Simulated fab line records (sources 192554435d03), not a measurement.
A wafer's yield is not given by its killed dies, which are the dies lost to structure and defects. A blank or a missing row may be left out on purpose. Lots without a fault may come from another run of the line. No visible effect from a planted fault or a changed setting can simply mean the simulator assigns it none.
Chamber matching :: flow n5Finfet :: N5_BEOL_M0_SAQP_ETCH_106 on rieDiel-01 has 4 sister chambers
The step etches SOC in N2/H2, stops on SiNx, target depth 150 nm. 18 wafers are shown with their chamber, then 9 later ones without.

EACH WAFER AND ITS CHAMBER
wafer: L078.1
chamber: 1
throttleValvePct (%): 18.17
drypumpMotorCurrentA (A): 5.6
oesProductAu (a.u.): 0.72

wafer: L078.2
chamber: 2
throttleValvePct (%): 18.00
drypumpMotorCurrentA (A): 5.7
oesProductAu (a.u.): 0.82

wafer: L078.3
chamber: 3
throttleValvePct (%): 17.61
drypumpMotorCurrentA (A): 6.0
oesProductAu (a.u.): 0.94

wafer: L078.4
chamber: 3
throttleValvePct (%): 17.60
drypumpMotorCurrentA (A): 6.1
oesProductAu (a.u.): 0.93

wafer: L078.5
chamber: 2
throttleValvePct (%): 18.02
drypumpMotorCurrentA (A): 5.7
oesProductAu (a.u.): 0.83

wafer: L078.6
chamber: 1
throttleValvePct (%): 18.17
drypumpMotorCurrentA (A): 5.6
oesProductAu (a.u.): 0.71

wafer: L079.1
chamber: 2
throttleValvePct (%): 18.00
drypumpMotorCurrentA (A): 5.7
oesProductAu (a.u.): 0.82

wafer: L079.2
chamber: 3
throttleValvePct (%): 17.62
drypumpMotorCurrentA (A): 6.1
oesProductAu (a.u.): 0.92

wafer: L079.3
chamber: 1
throttleValvePct (%): 18.16
drypumpMotorCurrentA (A): 5.7
oesProductAu (a.u.): 0.71

wafer: L079.4
chamber: 0
throttleValvePct (%): 17.71
drypumpMotorCurrentA (A): 5.4
oesProductAu (a.u.): 0.97

wafer: L079.5
chamber: 3
throttleValvePct (%): 17.61
drypumpMotorCurrentA (A): 6.1
oesProductAu (a.u.): 0.92

wafer: L079.6
chamber: 2
throttleValvePct (%): 18.00
drypumpMotorCurrentA (A): 5.7
oesProductAu (a.u.): 0.82

wafer: L080.3
chamber: 3
throttleValvePct (%): 17.63
drypumpMotorCurrentA (A): 6.1
oesProductAu (a.u.): 0.92

wafer: L080.4
chamber: 1
throttleValvePct (%): 18.16
drypumpMotorCurrentA (A): 5.6
oesProductAu (a.u.): 0.71

wafer: L080.5
chamber: 3
throttleValvePct (%): 17.61
drypumpMotorCurrentA (A): 6.1
oesProductAu (a.u.): 0.93

wafer: L082.1
chamber: 1
throttleValvePct (%): 18.17
drypumpMotorCurrentA (A): 5.6
oesProductAu (a.u.): 0.71

wafer: L082.3
chamber: 0
throttleValvePct (%): 17.72
drypumpMotorCurrentA (A): 5.4
oesProductAu (a.u.): 0.94

wafer: L082.6
chamber: 0
throttleValvePct (%): 17.71
drypumpMotorCurrentA (A): 5.4
oesProductAu (a.u.): 0.93

SIGNATURES (means of the wafers above)
reading: throttleValvePct
chamber 0: 17.7133
chamber 1: 18.1660
chamber 2: 18.0050
chamber 3: 17.6133
scatter within a chamber: 0.00854

reading: drypumpMotorCurrentA
chamber 0: 5.400
chamber 1: 5.620
chamber 2: 5.700
chamber 3: 6.083
scatter within a chamber: 0.0342

reading: oesProductAu
chamber 0: 0.9467
chamber 1: 0.7120
chamber 2: 0.8225
chamber 3: 0.9267
scatter within a chamber: 0.00984
Rule: for a wafer and a chamber, the distance is found by dividing, reading by reading, the gap between the wafer's reading and the chamber's mean by the reading's scatter, squaring, summing and taking the root. The wafer belongs to the nearest chamber; if the next one is less than 2 further off, it can't be placed. The scatter: take each reading less its chamber's mean, square it, sum over the shown wafers, divide by the number of wafers less the number of chambers, and take the root.

WAFERS WITH NO CHAMBER GIVEN
wafer: L085.1
throttleValvePct (%): 18.03
drypumpMotorCurrentA (A): 5.7
oesProductAu (a.u.): 0.82

wafer: L085.2
throttleValvePct (%): 17.64
drypumpMotorCurrentA (A): 6.1
oesProductAu (a.u.): 0.91

wafer: L085.6
throttleValvePct (%): 17.71
drypumpMotorCurrentA (A): 5.4
oesProductAu (a.u.): 0.92

wafer: L086.3
throttleValvePct (%): 17.63
drypumpMotorCurrentA (A): 6.1
oesProductAu (a.u.): 0.90

wafer: L086.5
throttleValvePct (%): 18.04
drypumpMotorCurrentA (A): 5.7
oesProductAu (a.u.): 0.81

wafer: L086.6
throttleValvePct (%): 17.64
drypumpMotorCurrentA (A): 6.1
oesProductAu (a.u.): 0.89

wafer: L093.1
throttleValvePct (%): 17.74
drypumpMotorCurrentA (A): 5.4
oesProductAu (a.u.): 0.88

wafer: L093.4
throttleValvePct (%): 18.05
drypumpMotorCurrentA (A): 5.7
oesProductAu (a.u.): 0.80

wafer: L093.5
throttleValvePct (%): 18.22
drypumpMotorCurrentA (A): 5.6
oesProductAu (a.u.): 0.70

EACH ONE'S CHAMBER
wafer: L085.1
from the rows above: 2
in truth: 2

wafer: L085.2
from the rows above: 3
in truth: 3

wafer: L085.6
from the rows above: 0
in truth: 0

wafer: L086.3
from the rows above: 3
in truth: 3

wafer: L086.5
from the rows above: 2
in truth: 2

wafer: L086.6
from the rows above: 3
in truth: 3

wafer: L093.1
from the rows above: 0
in truth: 0

wafer: L093.4
from the rows above: 2
in truth: 2

wafer: L093.5
from the rows above: 1
in truth: 1
Correctly placed: 9 of 9. Can't be placed from these rows: 0. Placed wrongly: 0.
